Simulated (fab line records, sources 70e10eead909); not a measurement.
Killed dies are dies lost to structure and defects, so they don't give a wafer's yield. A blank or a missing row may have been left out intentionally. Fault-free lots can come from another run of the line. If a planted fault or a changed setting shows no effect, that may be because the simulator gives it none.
Matching of chambers | flow nandHarc | 3 sister chambers for NHARC_P_CONTACT_ETCH_35 on rieDiel-10
The step etches the open film in CF4, target depth 39 nm, time 65 s. 14 wafers are shown with their chamber, then 5 later ones without.

== WAFERS WITH THEIR CHAMBER ==
wafer  | chamber | drypumpMotorCurrentA (A) | rfVppV (V) | oesProductAu (a.u.)
L523.1 | 0       | 6.18                     | 150.0      | 1.007
L523.4 | 3       | 5.39                     | 151.3      | 0.997
L523.6 | 2       | 5.58                     | 152.0      | 1.001
L528.2 | 2       | 5.59                     | 154.5      | 1.000
L528.4 | 3       | 5.37                     | 151.0      | 1.006
L528.5 | 3       | 5.38                     | 150.6      | 1.004
L530.2 | 0       | 6.19                     | 148.8      | 1.000
L530.3 | 3       | 5.39                     | 151.7      | 1.003
L530.4 | 2       | 5.59                     | 152.4      | 0.997
L537.1 | 0       | 6.20                     | 149.5      | 0.997
L537.4 | 2       | 5.60                     | 152.2      | 0.996
L537.6 | 0       | 6.17                     | 149.7      | 1.010
L538.2 | 2       | 5.61                     | 152.9      | 0.993
L538.3 | 0       | 6.20                     | 150.2      | 0.999

SIGNATURES, as means of the wafers listed above
reading              | chamber 0 | chamber 2 | chamber 3 | scatter within a chamber
drypumpMotorCurrentA | 6.1880    | 5.5940    | 5.3825    | 0.0116
rfVppV               | 149.640   | 152.800   | 151.150   | 0.731
oesProductAu         | 1.00260   | 0.99740   | 1.00250   | 0.00438
Rule: for each reading, subtract the chamber's mean from the wafer's reading, divide by that reading's scatter and square the result; add these up over the readings and take the root, which gives the wafer's distance from the chamber. If the next closest chamber is less than 2 further off than the closest, the wafer can't be placed; otherwise it belongs to the closest. The scatter: take each reading less its chamber's mean, square it, sum over the shown wafers, divide by the number of wafers less the number of chambers, and take the root.

== WAFERS WHOSE CHAMBER IS MISSING ==
wafer  | drypumpMotorCurrentA (A) | rfVppV (V) | oesProductAu (a.u.)
L538.5 | 5.39                     | 151.3      | 1.003
L540.1 | 6.20                     | 150.8      | 1.023
L540.4 | 5.60                     | 152.6      | 0.995
L540.5 | 5.59                     | 154.7      | 1.003
L541.2 | 5.56                     | 152.2      | 1.006

== WHICH CHAMBER EACH ONE RAN IN ==
wafer  | from the rows above | in truth
L538.5 | 3                   | 3
L540.1 | 0                   | 0
L540.4 | 2                   | 2
L540.5 | 2                   | 2
L541.2 | 2                   | 2
Correctly placed: 5 of 5. Not placeable from these rows: 0. 0 placed wrongly.
